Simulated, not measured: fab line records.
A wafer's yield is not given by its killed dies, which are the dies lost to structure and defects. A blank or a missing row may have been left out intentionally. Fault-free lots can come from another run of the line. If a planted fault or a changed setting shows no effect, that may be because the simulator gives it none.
Matching of chambers ; flow nand harc ; NHARC_P_M1_ETCH_35 on rie diel-09 has 4 sister chambers
The step etches the open film in N2/H2, target depth 40 nm, overetch 12 nm, time 43.94 s. 20 wafers are shown with their chamber, then 10 later ones without.

EACH WAFER AND ITS CHAMBER
wafer;chamber;drypump motor current A (A);rf vpp V (V);oes product au (a.u.)
L970.1;1;5.4;425.6;1.005
L970.3;2;5.9;431.6;1.002
L970.5;1;5.4;426.6;1.000
L973.2;3;5.2;429.1;1.010
L973.4;2;5.8;431.7;1.010
L973.5;1;5.4;427.1;1.013
L974.2;1;5.4;426.8;0.997
L974.4;3;5.2;431.1;1.004
L974.6;3;5.3;431.2;1.003
L975.1;1;5.4;427.4;1.007
L975.2;3;5.2;430.5;1.002
L975.4;2;5.9;431.5;1.007
L978.1;0;5.9;434.0;1.002
L978.4;1;5.4;427.4;1.010
L978.5;3;5.3;429.9;0.999
L986.3;3;5.2;431.3;1.001
L986.5;1;5.5;426.5;0.992
L986.6;0;5.9;434.9;0.996
L988.2;3;5.2;430.3;0.998
L988.3;1;5.5;427.5;1.003

SIGNATURES (averages over the wafers above)
reading;chamber 0;chamber 1;chamber 2;chamber 3;scatter within a chamber
drypump motor current A;5.900;5.425;5.867;5.229;0.0474
rf vpp V;434.450;426.863;431.600;430.486;0.667
oes product au;0.99900;1.00337;1.00633;1.00243;0.00547
Rule: for each reading, subtract the chamber's mean from the wafer's reading, divide by that reading's scatter and square the result; add these up over the readings and take the root, which gives the wafer's distance from the chamber. The wafer belongs to the nearest chamber; if the next one is less than 2 further off, it can't be placed. The scatter: the root of (the sum of the squares of (reading less its chamber's mean) over the shown wafers, divided by (wafers less chambers)).

WAFERS WITHOUT THEIR CHAMBER
wafer;drypump motor current A (A);rf vpp V (V);oes product au (a.u.)
L988.6;5.2;430.5;1.002
L989.2;5.5;426.1;1.007
L989.5;5.9;431.5;0.990
L989.6;5.2;431.6;1.006
L991.2;5.9;431.4;0.990
L991.4;5.3;431.1;0.993
L991.6;5.9;434.4;0.999
L993.2;5.4;427.1;1.001
L993.3;5.9;434.7;1.002
L993.5;5.8;431.5;0.996

WHICH CHAMBER EACH WENT THROUGH
wafer;from the rows above;in truth
L988.6;3;3
L989.2;1;1
L989.5;can't be placed: 2 or 0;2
L989.6;3;3
L991.2;can't be placed: 2 or 0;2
L991.4;3;3
L991.6;0;0
L993.2;1;1
L993.3;0;0
L993.5;2;2
Correctly placed: 8 of 10. Not placeable from these rows: 2 (in 2, the candidates include the true chamber). Placed wrongly: 0.
